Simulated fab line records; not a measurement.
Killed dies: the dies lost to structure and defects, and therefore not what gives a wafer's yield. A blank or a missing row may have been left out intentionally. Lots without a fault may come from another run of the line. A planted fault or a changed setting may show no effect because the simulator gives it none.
Matching of chambers / flow n5Finfet / N5_HKMG_FIN_HK_ALD_01 on aldHk-01: 4 sister chambers
The step deposits HfO2, target thk 1.6 nm, pulse time 3 s, purge time 3 s. 8 wafers are shown with their chamber, then 12 later ones without.

== WAFERS, EACH WITH ITS CHAMBER ==
wafer=L086.3 chamber=3 precursorPulseHeightRel=1.019
wafer=L088.1 chamber=3 precursorPulseHeightRel=0.979
wafer=L089.2 chamber=0 precursorPulseHeightRel=1.004
wafer=L089.4 chamber=1 precursorPulseHeightRel=1.009
wafer=L089.5 chamber=2 precursorPulseHeightRel=0.955
wafer=L090.1 chamber=2 precursorPulseHeightRel=0.988
wafer=L090.2 chamber=1 precursorPulseHeightRel=0.962
wafer=L090.3 chamber=0 precursorPulseHeightRel=0.998

== WAFERS WHOSE CHAMBER IS MISSING ==
wafer=L090.4 precursorPulseHeightRel=1.039
wafer=L090.5 precursorPulseHeightRel=0.993
wafer=L090.6 precursorPulseHeightRel=0.961
wafer=L091.3 precursorPulseHeightRel=0.993
wafer=L091.5 precursorPulseHeightRel=1.014
wafer=L091.6 precursorPulseHeightRel=1.027
wafer=L094.1 precursorPulseHeightRel=0.995
wafer=L094.2 precursorPulseHeightRel=0.998
wafer=L094.3 precursorPulseHeightRel=0.988
wafer=L094.4 precursorPulseHeightRel=0.996
wafer=L094.5 precursorPulseHeightRel=0.988
wafer=L094.6 precursorPulseHeightRel=1.015

== CHAMBER TAKEN BY EACH ==
wafer=L090.4; from the rows above=can't be placed: 0 or 3 or 1 or 2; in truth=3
wafer=L090.5; from the rows above=can't be placed: 3 or 1 or 0 or 2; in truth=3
wafer=L090.6; from the rows above=can't be placed: 2 or 1 or 3 or 0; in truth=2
wafer=L091.3; from the rows above=can't be placed: 3 or 1 or 0 or 2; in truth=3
wafer=L091.5; from the rows above=can't be placed: 0 or 3 or 1 or 2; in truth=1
wafer=L091.6; from the rows above=can't be placed: 0 or 3 or 1 or 2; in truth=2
wafer=L094.1; from the rows above=can't be placed: 3 or 0 or 1 or 2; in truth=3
wafer=L094.2; from the rows above=can't be placed: 3 or 0 or 1 or 2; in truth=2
wafer=L094.3; from the rows above=can't be placed: 1 or 3 or 0 or 2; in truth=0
wafer=L094.4; from the rows above=can't be placed: 3 or 0 or 1 or 2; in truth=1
wafer=L094.5; from the rows above=can't be placed: 1 or 3 or 0 or 2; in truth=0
wafer=L094.6; from the rows above=can't be placed: 0 or 3 or 1 or 2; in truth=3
Placed correctly: 0 of 12. Unplaceable from these rows: 12, with the true chamber sitting among the candidates in 12. Number placed wrongly: 0.
How it was worked out, from the rows above alone: a wafer's distance from a chamber is the root of the sum, over the readings, of the square of ((its reading less the chamber's mean) divided by the reading's scatter). If the next closest chamber is less than 2 further off than the closest, the wafer can't be placed; otherwise it belongs to the closest. For every chamber, the mean is computed from those of its wafers that are shown. The scatter: the root of (the sum of the squares of (reading less its chamber's mean) over the shown wafers, divided by (wafers less chambers)).
